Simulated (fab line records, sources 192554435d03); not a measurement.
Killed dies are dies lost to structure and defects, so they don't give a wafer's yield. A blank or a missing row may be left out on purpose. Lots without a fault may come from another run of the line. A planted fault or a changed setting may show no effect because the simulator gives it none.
Which tool did it? | flow n5_finfet | 24 lots, 72 wafers sampled, at 6 steps of a route of 1938

WHAT THE GAUGES READ, wafer by wafer
N5_BEOL_M4_THK_MEAS_01. Usual: M4_ILD_THK 78.8 nm, standard deviation 1.1.
lot  | measured     | on            | M4_ILD_THK (nm) | flag
L074 | day 7 14:29  | film_metro-02 | 78.4 79.5 79.6  |
L077 | day 7 18:18  | film_metro-02 | 77.9 77.9 79.2  |
L075 | day 7 19:29  | film_metro-02 | 77.6 79.3 79.2  |
L076 | day 7 22:38  | film_metro-01 | 79.1 80.9 80.4  |
L079 | day 8 21:14  | film_metro-02 | 79.2 79.6 81.9  |
L080 | day 9 00:04  | film_metro-01 | 76.9 76.6 78.8  |
L078 | day 9 01:08  | film_metro-02 | 78.2 77.7 79.5  |
L081 | day 9 01:48  | film_metro-01 | 78.3 78.0 78.8  |
L082 | day 9 02:50  | film_metro-01 | 77.6 79.2 80.8  |
L083 | day 9 10:45  | film_metro-02 | 78.0 77.8 78.9  |
L084 | day 9 13:01  | film_metro-01 | 78.3 80.0 79.6  |
L085 | day 10 06:35 | film_metro-02 | 78.9 80.1 78.3  |
L086 | day 10 11:00 | film_metro-02 | 76.2 77.9 78.0  |
L087 | day 10 21:19 | film_metro-02 | 78.0 79.4 79.0  |
L088 | day 11 03:11 | film_metro-02 | 79.3 79.1 80.2  |
L090 | day 11 06:47 | film_metro-01 | 77.9 78.7 79.1  |
L089 | day 11 13:28 | film_metro-02 | 76.6 78.0 78.6  |
L091 | day 11 15:35 | film_metro-02 | 80.6 80.1 80.3  |
L092 | day 11 18:55 | film_metro-02 | 76.5 77.3 77.4  |
L093 | day 12 05:23 | film_metro-01 | 78.3 79.4 79.1  |
L094 | day 12 11:31 | film_metro-01 | 79.2 79.0 80.1  |
L095 | day 12 17:55 | film_metro-01 | 77.8 78.7 80.8  |
L096 | day 13 00:42 | film_metro-02 | 79.5 78.5 79.9  |
L097 | day 13 06:14 | film_metro-01 | 77.5 79.5 78.2  |

WHICH TOOL RAN EACH LOT (tool, then ch and the chambers of the sampled wafers, then the start)
lot  | N5_BEOL_M3_STRIP_36                | N5_BEOL_M3_SPUTTER_48        | N5_BEOL_M3_ANNEAL_80         | N5_BEOL_M3_ANNEAL_82         | N5_BEOL_M3_PRE_CLEAN_60
L074 | rie_diel-03 ch 0,2,3, day 7 10:13  | pvd_sputter-01, day 7 11:31  | pvd_sputter-01, day 7 11:49  | pvd_sputter-01, day 7 12:02  | cvd_co-01 ch 1,2, day 7 14:07
L077 | rie_diel-01 ch 0,1, day 7 13:25    | pvd_sputter-01, day 7 14:47  | pvd_sputter-01, day 7 15:05  | pvd_sputter-01, day 7 15:19  | cvd_co-01 ch 0,1, day 7 17:56
L075 | rie_diel-03 ch 2,3, day 7 13:54    | pvd_sputter-02, day 7 16:22  | pvd_sputter-02, day 7 16:40  | pvd_sputter-02, day 7 16:53  | cvd_co-02 ch 0,2, day 7 19:08
L076 | rie_diel-03 ch 0,2,3, day 7 17:46  | pvd_sputter-02, day 7 19:38  | pvd_sputter-02, day 7 19:56  | pvd_sputter-02, day 7 20:10  | cvd_co-02 ch 1, day 7 22:14
L079 | rie_diel-01 ch 1,2, day 8 16:24    | pvd_sputter-01, day 8 17:46  | pvd_sputter-01, day 8 18:04  | pvd_sputter-01, day 8 18:17  | cvd_co-02 ch 1,2, day 8 20:53
L080 | rie_diel-03 ch 2,3, day 8 19:48    | pvd_sputter-01, day 8 21:01  | pvd_sputter-01, day 8 21:19  | pvd_sputter-01, day 8 21:32  | cvd_co-02 ch 0,2, day 8 23:43
L078 | rie_diel-01 ch 1,2, day 8 20:40    | pvd_sputter-03, day 8 22:11  | pvd_sputter-03, day 8 22:29  | pvd_sputter-03, day 8 22:43  | cvd_co-01 ch 1,2, day 9 00:46
L081 | rie_diel-05 ch 0,3, day 8 20:50    | pvd_sputter-01, day 8 22:52  | pvd_sputter-01, day 8 23:10  | pvd_sputter-01, day 8 23:23  | cvd_co-02 ch 0,1, day 9 01:27
L082 | rie_diel-01 ch 1,2, day 8 22:05    | pvd_sputter-02, day 8 23:49  | pvd_sputter-02, day 9 00:07  | pvd_sputter-02, day 9 00:20  | cvd_co-01 ch 0,1, day 9 02:29
L083 | rie_diel-05 ch 0,2,3, day 9 06:46  | pvd_sputter-03, day 9 07:42  | pvd_sputter-03, day 9 08:00  | pvd_sputter-03, day 9 08:13  | cvd_co-01 ch 1,2, day 9 10:23
L084 | rie_diel-01 ch 1,2, day 9 08:11    | pvd_sputter-01, day 9 10:04  | pvd_sputter-01, day 9 10:22  | pvd_sputter-01, day 9 10:35  | cvd_co-02 ch 0,1,2, day 9 12:39
L085 | rie_diel-03 ch 0,2,3, day 10 02:01 | pvd_sputter-02, day 10 03:34 | pvd_sputter-02, day 10 03:52 | pvd_sputter-02, day 10 04:05 | cvd_co-02 ch 0,1, day 10 06:14
L086 | rie_diel-05 ch 0,1,2, day 10 05:19 | pvd_sputter-01, day 10 07:59 | pvd_sputter-01, day 10 08:17 | pvd_sputter-01, day 10 08:30 | cvd_co-01 ch 0,1, day 10 10:38
L087 | rie_diel-03 ch 0,2,3, day 10 17:17 | pvd_sputter-02, day 10 18:22 | pvd_sputter-02, day 10 18:40 | pvd_sputter-02, day 10 18:53 | cvd_co-02 ch 0,2, day 10 20:58
L088 | rie_diel-05 ch 0,2, day 10 22:40   | pvd_sputter-02, day 11 00:09 | pvd_sputter-02, day 11 00:27 | pvd_sputter-02, day 11 00:40 | cvd_co-02 ch 0,1,2, day 11 02:50
L090 | rie_diel-05 ch 1,2, day 11 02:20   | pvd_sputter-01, day 11 03:50 | pvd_sputter-01, day 11 04:08 | pvd_sputter-01, day 11 04:21 | cvd_co-01 ch 0,1,2, day 11 06:25
L089 | rie_diel-01 ch 1,3, day 11 07:42   | pvd_sputter-01, day 11 10:32 | pvd_sputter-01, day 11 10:50 | pvd_sputter-01, day 11 11:03 | cvd_co-02 ch 0,1, day 11 13:07
L091 | rie_diel-05 ch 0,1,2, day 11 11:32 | pvd_sputter-02, day 11 12:39 | pvd_sputter-02, day 11 12:57 | pvd_sputter-02, day 11 13:10 | cvd_co-01 ch 0,1,2, day 11 15:15
L092 | rie_diel-05 ch 0,1,3, day 11 14:10 | pvd_sputter-02, day 11 15:57 | pvd_sputter-02, day 11 16:15 | pvd_sputter-02, day 11 16:28 | cvd_co-01 ch 0,1,2, day 11 18:33
L093 | rie_diel-05 ch 0,1,2, day 12 00:35 | pvd_sputter-02, day 12 02:24 | pvd_sputter-02, day 12 02:42 | pvd_sputter-02, day 12 02:55 | cvd_co-02 ch 0,1, day 12 05:00
L094 | rie_diel-05 ch 1,2,3, day 12 05:07 | pvd_sputter-03, day 12 08:31 | pvd_sputter-03, day 12 08:49 | pvd_sputter-03, day 12 09:02 | cvd_co-01 ch 1,2, day 12 11:08
L095 | rie_diel-01 ch 0,1, day 12 13:25   | pvd_sputter-02, day 12 14:59 | pvd_sputter-02, day 12 15:17 | pvd_sputter-02, day 12 15:30 | cvd_co-01 ch 0,1,2, day 12 17:34
L096 | rie_diel-05 ch 0,2,3, day 12 20:01 | pvd_sputter-03, day 12 21:45 | pvd_sputter-03, day 12 22:03 | pvd_sputter-03, day 12 22:16 | cvd_co-01 ch 1,2, day 13 00:21
L097 | rie_diel-01 ch 2,3, day 13 01:40   | pvd_sputter-03, day 13 03:16 | pvd_sputter-03, day 13 03:34 | pvd_sputter-03, day 13 03:47 | cvd_co-01 ch 1,2, day 13 05:53
- N5_BEOL_M3_STRIP_36: strips in N2/H2.
- N5_BEOL_M3_SPUTTER_48: material Cu, target thk 4.5 nm, time 8.29 s.
- N5_BEOL_M3_ANNEAL_80: time 240 s.
- N5_BEOL_M3_ANNEAL_82: time 240 s.
- N5_BEOL_M3_PRE_CLEAN_60: time 15 s.

WHAT THE TOOLS THEMSELVES READ (means of the sampled wafers that have a number; where no wafer has one, the mark that the record gives instead)
N5_BEOL_M3_STRIP_36. Usual: drypump_motor_current_A 5.7 A, standard deviation 0.62; oes_product_au 0.80 a.u., standard deviation 0.092; power_w 450.1 W, standard deviation 1.6; rf_vpp_V 59.2 V, standard deviation 1.5; showerhead_plenum_p_Torr 2.53 Torr, standard deviation 0.11; temp_c 40.02 C, standard deviation 0.12; throttle_valve_pct 23.59 %, standard deviation 0.29.
lot  | tool        | drypump_motor_current_A (A) | oes_product_au (a.u.) | power_w (W) | rf_vpp_V (V) | showerhead_plenum_p_Torr (Torr) | temp_c (C) | throttle_valve_pct (%) | flag
L074 | rie_diel-03 | 5.3                         | 0.74                  | 451.5       | 59.0         | 2.54                            | 40.10      | 23.49                  |
L077 | rie_diel-01 | 5.9                         | 0.76                  | 449.8       | 59.5         | 2.64                            | 40.04      | 23.59                  |
L075 | rie_diel-03 | 5.2                         | 0.77                  | 451.5       | 58.6         | 2.45                            | 39.87      | 23.38                  |
L076 | rie_diel-03 | 5.2                         | 0.74                  | 448.2       | 58.5         | 2.53                            | 39.96      | 23.49                  |
L079 | rie_diel-01 | 6.2                         | 0.80                  | 448.8       | 59.7         | 2.65                            | 40.04      | 23.89                  |
L080 | rie_diel-03 | 5.2                         | 0.77                  | 450.8       | 59.7         | 2.45                            | 40.12      | 23.42                  |
L078 | rie_diel-01 | 6.2                         | 0.79                  | 450.1       | 60.3         | 2.65                            | 40.02      | 23.90                  |
L081 | rie_diel-05 | 5.4                         | 0.83                  | 447.8       | 59.4         | 2.46                            | 39.98      | 23.40                  |
L082 | rie_diel-01 | 6.2                         | 0.79                  | 451.0       | 58.4         | 2.65                            | 39.94      | 23.91                  |
L083 | rie_diel-05 | 5.9                         | 0.79                  | 449.8       | 59.8         | 2.44                            | 40.01      | 23.50                  |
L084 | rie_diel-01 | 6.0                         | 0.85                  | 450.4       | 60.5         | 2.67                            | 39.95      | 23.59                  |
L085 | rie_diel-03 | 5.3                         | 0.74                  | 450.5       | 59.3         | 2.53                            | 39.92      | 23.51                  |
L086 | rie_diel-05 | 5.6                         | 0.83                  | 450.7       | 60.0         | 2.46                            | 39.91      | 23.64                  |
L087 | rie_diel-03 | 5.2                         | 0.72                  | 449.8       | 58.3         | 2.53                            | 40.06      | 23.53                  |
L088 | rie_diel-05 | 5.7                         | 0.75                  | 450.9       | 58.3         | 2.44                            | 40.08      | 23.51                  |
L090 | rie_diel-05 | 6.1                         | 0.86                  | 450.3       | 59.7         | 2.47                            | 40.10      | 23.91                  |
L089 | rie_diel-01 | 5.2                         | 0.91                  | 450.8       | 59.8         | 2.63                            | 40.01      | 23.26                  |
L091 | rie_diel-05 | 5.6                         | 0.82                  | 449.9       | 58.5         | 2.46                            | 40.13      | 23.68                  |
L092 | rie_diel-05 | 5.8                         | 0.84                  | 448.5       | 59.6         | 2.46                            | 39.95      | 23.67                  |
L093 | rie_diel-05 | 5.7                         | 0.82                  | 448.7       | 58.0         | 2.46                            | 39.92      | 23.66                  |
L094 | rie_diel-05 | 6.3                         | 0.79                  | 450.1       | 59.0         | 2.45                            | 40.06      | 23.75                  |
L095 | rie_diel-01 | 5.9                         | 0.89                  | 449.5       | 59.2         | 2.65                            | 39.96      | 23.39                  |
L096 | rie_diel-05 | 5.9                         | 0.76                  | 450.8       | 56.9         | 2.43                            | 40.05      | 23.54                  |
L097 | rie_diel-01 | 5.4                         | 0.84                  | 450.5       | 58.2         | 2.60                            | 40.14      | 23.60                  |

N5_BEOL_M3_SPUTTER_48. Usual: throttle_valve_pct 29.6 %, standard deviation 1.2.
lot  | tool           | throttle_valve_pct (%) | flag
L074 | pvd_sputter-01 | 30.1                   |
L077 | pvd_sputter-01 | 29.6                   |
L075 | pvd_sputter-02 | 29.5                   |
L076 | pvd_sputter-02 | 29.6                   |
L079 | pvd_sputter-01 | 30.2                   |
L080 | pvd_sputter-01 | 29.6                   |
L078 | pvd_sputter-03 | 30.8                   |
L081 | pvd_sputter-01 | 29.8                   |
L082 | pvd_sputter-02 | 29.6                   |
L083 | pvd_sputter-03 | 30.6                   |
L084 | pvd_sputter-01 | 29.3                   |
L085 | pvd_sputter-02 | 29.1                   |
L086 | pvd_sputter-01 | 29.8                   |
L087 | pvd_sputter-02 | 29.6                   |
L088 | pvd_sputter-02 | 29.3                   |
L090 | pvd_sputter-01 | 29.6                   |
L089 | pvd_sputter-01 | 29.9                   |
L091 | pvd_sputter-02 | 29.0                   |
L092 | pvd_sputter-02 | 29.5                   |
L093 | pvd_sputter-02 | 29.6                   |
L094 | pvd_sputter-03 | 31.0                   |
L095 | pvd_sputter-02 | 29.1                   |
L096 | pvd_sputter-03 | 31.3                   |
L097 | pvd_sputter-03 | 29.9                   |

N5_BEOL_M3_ANNEAL_80. Usual: heater_power_w 847 W, standard deviation 88.
lot  | tool           | heater_power_w (W) | flag
L074 | pvd_sputter-01 | 895                |
L077 | pvd_sputter-01 | 818                |
L075 | pvd_sputter-02 | 853                |
L076 | pvd_sputter-02 | 921                |
L079 | pvd_sputter-01 | 899                |
L080 | pvd_sputter-01 | 812                |
L078 | pvd_sputter-03 | 907                |
L081 | pvd_sputter-01 | 856                |
L082 | pvd_sputter-02 | 874                |
L083 | pvd_sputter-03 | 793                |
L084 | pvd_sputter-01 | 812                |
L085 | pvd_sputter-02 | 858                |
L086 | pvd_sputter-01 | 861                |
L087 | pvd_sputter-02 | 809                |
L088 | pvd_sputter-02 | 903                |
L090 | pvd_sputter-01 | 825                |
L089 | pvd_sputter-01 | 858                |
L091 | pvd_sputter-02 | 831                |
L092 | pvd_sputter-02 | 824                |
L093 | pvd_sputter-02 | 955                |
L094 | pvd_sputter-03 | 842                |
L095 | pvd_sputter-02 | 825                |
L096 | pvd_sputter-03 | 813                |
L097 | pvd_sputter-03 | 827                |

N5_BEOL_M3_ANNEAL_82. Usual: heater_power_w 847 W, standard deviation 87.
lot  | tool           | heater_power_w (W) | flag
L074 | pvd_sputter-01 | 885                |
L077 | pvd_sputter-01 | 831                |
L075 | pvd_sputter-02 | 858                |
L076 | pvd_sputter-02 | 930                |
L079 | pvd_sputter-01 | 893                |
L080 | pvd_sputter-01 | 826                |
L078 | pvd_sputter-03 | 903                |
L081 | pvd_sputter-01 | 847                |
L082 | pvd_sputter-02 | 863                |
L083 | pvd_sputter-03 | 784                |
L084 | pvd_sputter-01 | 815                |
L085 | pvd_sputter-02 | 845                |
L086 | pvd_sputter-01 | 852                |
L087 | pvd_sputter-02 | 812                |
L088 | pvd_sputter-02 | 894                |
L090 | pvd_sputter-01 | 816                |
L089 | pvd_sputter-01 | 860                |
L091 | pvd_sputter-02 | 821                |
L092 | pvd_sputter-02 | 830                |
L093 | pvd_sputter-02 | 953                |
L094 | pvd_sputter-03 | 851                |
L095 | pvd_sputter-02 | 845                |
L096 | pvd_sputter-03 | 809                |
L097 | pvd_sputter-03 | 833                |

N5_BEOL_M3_PRE_CLEAN_60. Usual: heater_power_w 72 W, standard deviation 19.
lot  | tool      | heater_power_w (W) | flag
L074 | cvd_co-01 | 58                 |
L077 | cvd_co-01 | 63                 |
L075 | cvd_co-02 | 102                |
L076 | cvd_co-02 | 60                 |
L079 | cvd_co-02 | 78                 |
L080 | cvd_co-02 | 103                |
L078 | cvd_co-01 | 59                 |
L081 | cvd_co-02 | 69                 |
L082 | cvd_co-01 | 58                 |
L083 | cvd_co-01 | 65                 |
L084 | cvd_co-02 | 83                 |
L085 | cvd_co-02 | 64                 |
L086 | cvd_co-01 | 64                 |
L087 | cvd_co-02 | 88                 |
L088 | cvd_co-02 | 84                 |
L090 | cvd_co-01 | 64                 |
L089 | cvd_co-02 | 65                 |
L091 | cvd_co-01 | 64                 |
L092 | cvd_co-01 | 64                 |
L093 | cvd_co-02 | 65                 |
L094 | cvd_co-01 | 64                 |
L095 | cvd_co-01 | 64                 |
L096 | cvd_co-01 | 65                 |
L097 | cvd_co-01 | 65                 |

THE ANSWER, worked out from the rows above alone
Rule: a lot is off if the mean of its wafers that have a number lies more than 3 standard deviations from the usual mean. A lot without any number at a reading at which 4 lots or more have one is off too. The other lots that the step has rows for count as sound. The gauges are gone through in route order, then the tools' own readings, and for those a lot's mean is taken as printed above. The first step at which some lot is off is used, and at that step the reading that is off furthest; a lot without a number counts as furthest.
No lot is off at any reading shown: from this, nothing can be told.

WHAT THE SIMULATOR HAD PUT IN
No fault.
